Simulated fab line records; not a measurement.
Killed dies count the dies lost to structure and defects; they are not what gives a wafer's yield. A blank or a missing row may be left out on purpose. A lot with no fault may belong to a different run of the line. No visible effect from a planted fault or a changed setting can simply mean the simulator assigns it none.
Chamber matching :: flow n5_finfet :: N5_FIN_SAQP_PECVD_06 on pecvd-04 has 3 sister chambers
The step deposits a-Si from SiH4/He, target thk 60 nm, time 48.1 s. 6 wafers are shown with their chamber, then 8 later ones without.

EACH WAFER AND ITS CHAMBER
wafer: L079.1
chamber: 2
throttle_valve_pct (%): 16.4
showerhead_vpp_V (V): 567

wafer: L082.2
chamber: 1
throttle_valve_pct (%): 19.8
showerhead_vpp_V (V): 636

wafer: L082.5
chamber: 1
throttle_valve_pct (%): 19.9
showerhead_vpp_V (V): 636

wafer: L084.4
chamber: 0
throttle_valve_pct (%): 17.9
showerhead_vpp_V (V): 639

wafer: L084.6
chamber: 2
throttle_valve_pct (%): 16.7
showerhead_vpp_V (V): 559

wafer: L087.4
chamber: 0
throttle_valve_pct (%): 17.7
showerhead_vpp_V (V): 637

WAFERS MISSING THEIR CHAMBER
wafer: L087.5
throttle_valve_pct (%): 19.7
showerhead_vpp_V (V): 633

wafer: L087.6
throttle_valve_pct (%): 16.7
showerhead_vpp_V (V): 557

wafer: L089.1
throttle_valve_pct (%): 16.6
showerhead_vpp_V (V): 564

wafer: L089.3
throttle_valve_pct (%): 17.7
showerhead_vpp_V (V): 621

wafer: L089.5
throttle_valve_pct (%): 17.7
showerhead_vpp_V (V): 638

wafer: L092.3
throttle_valve_pct (%): 17.6
showerhead_vpp_V (V): 625

wafer: L092.4
throttle_valve_pct (%): 19.9
showerhead_vpp_V (V): 636

wafer: L092.5
throttle_valve_pct (%): 17.6
showerhead_vpp_V (V): 629

WHICH CHAMBER EACH ONE RAN IN
wafer: L087.5
from the rows above: 1
in truth: 1

wafer: L087.6
from the rows above: 2
in truth: 2

wafer: L089.1
from the rows above: 2
in truth: 2

wafer: L089.3
from the rows above: 0
in truth: 0

wafer: L089.5
from the rows above: 0
in truth: 0

wafer: L092.3
from the rows above: 0
in truth: 0

wafer: L092.4
from the rows above: 1
in truth: 1

wafer: L092.5
from the rows above: 0
in truth: 0
8 of 8 placed correctly. Number that these rows cannot place: 0. Number placed wrongly: 0.
How it was worked out, from the rows above alone: a wafer's distance from a chamber is the root of the sum, over the readings, of the square of ((its reading less the chamber's mean) divided by the reading's scatter). If the next closest chamber is less than 2 further off than the closest, the wafer can't be placed; otherwise it belongs to the closest. A chamber's mean is the mean of its shown wafers. The scatter is the square root of a quotient: the sum, over the shown wafers, of each reading's squared deviation from its chamber's mean, divided by wafers minus chambers.
